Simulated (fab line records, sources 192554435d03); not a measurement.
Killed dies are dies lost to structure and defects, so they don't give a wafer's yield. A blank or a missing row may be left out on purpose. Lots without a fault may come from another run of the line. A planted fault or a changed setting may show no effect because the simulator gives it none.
Chamber matching | flow n5_finfet | N5_BEOL_M4_STRIP_36 on rie_diel-04: 4 sister chambers
The step strips in N2/H2. 16 wafers are shown with their chamber, then 8 later ones without.

WAFERS WITH THEIR CHAMBER
wafer  | chamber | showerhead_plenum_p_Torr (Torr) | drypump_motor_current_A (A) | throttle_valve_pct (%)
L075.1 | 0       | 2.48                            | 5.3                         | 23.07
L075.3 | 3       | 2.62                            | 6.5                         | 23.71
L075.5 | 0       | 2.48                            | 5.2                         | 23.08
L079.1 | 1       | 2.59                            | 5.4                         | 23.43
L079.2 | 2       | 2.49                            | 5.8                         | 23.57
L079.5 | 2       | 2.49                            | 5.8                         | 23.59
L081.3 | 3       | 2.61                            | 6.5                         | 23.73
L081.4 | 0       | 2.48                            | 5.2                         | 22.81
L081.6 | 0       | 2.48                            | 5.2                         | 22.81
L082.1 | 0       | 2.48                            | 5.2                         | 22.82
L082.2 | 2       | 2.49                            | 5.8                         | 23.56
L082.4 | 1       | 2.59                            | 5.4                         | 23.44
L084.3 | 2       | 2.49                            | 5.7                         | 23.58
L084.4 | 2       | 2.49                            | 5.8                         | 23.58
L084.6 | 3       | 2.61                            | 6.5                         | 23.75
L085.3 | 0       | 2.48                            | 5.2                         | 22.80

SIGNATURES (means of the wafers above)
reading                  | chamber 0 | chamber 1 | chamber 2 | chamber 3 | scatter within a chamber
showerhead_plenum_p_Torr | 2.4800    | 2.5900    | 2.4900    | 2.6133    | 0.00236
drypump_motor_current_A  | 5.217     | 5.400     | 5.780     | 6.500     | 0.0369
throttle_valve_pct       | 22.8983   | 23.4350   | 23.5760   | 23.7300   | 0.0891
Rule: a wafer's distance from a chamber is the root of the sum, over the readings, of the square of ((its reading less the chamber's mean) divided by the reading's scatter). The wafer belongs to the nearest chamber; if the next one is less than 2 further off, it can't be placed. The scatter: the root of (the sum of the squares of (reading less its chamber's mean) over the shown wafers, divided by (wafers less chambers)).

WAFERS WITHOUT THEIR CHAMBER
wafer  | showerhead_plenum_p_Torr (Torr) | drypump_motor_current_A (A) | throttle_valve_pct (%)
L085.5 | 2.59                            | 5.3                         | 23.42
L085.6 | 2.48                            | 5.2                         | 22.83
L088.1 | 2.48                            | 5.8                         | 23.35
L088.3 | 2.47                            | 5.2                         | 22.82
L088.4 | 2.48                            | 5.8                         | 23.38
L093.2 | 2.60                            | 6.5                         | 23.76
L093.4 | 2.48                            | 5.8                         | 23.38
L093.6 | 2.48                            | 5.7                         | 23.36

WHICH CHAMBER EACH WENT THROUGH
wafer  | from the rows above | in truth
L085.5 | 1                   | 1
L085.6 | 0                   | 0
L088.1 | 2                   | 2
L088.3 | 0                   | 0
L088.4 | 2                   | 2
L093.2 | 3                   | 3
L093.4 | 2                   | 2
L093.6 | 2                   | 2
Placed correctly: 8 of 8. Can't be placed from these rows: 0. Placed wrongly: 0.
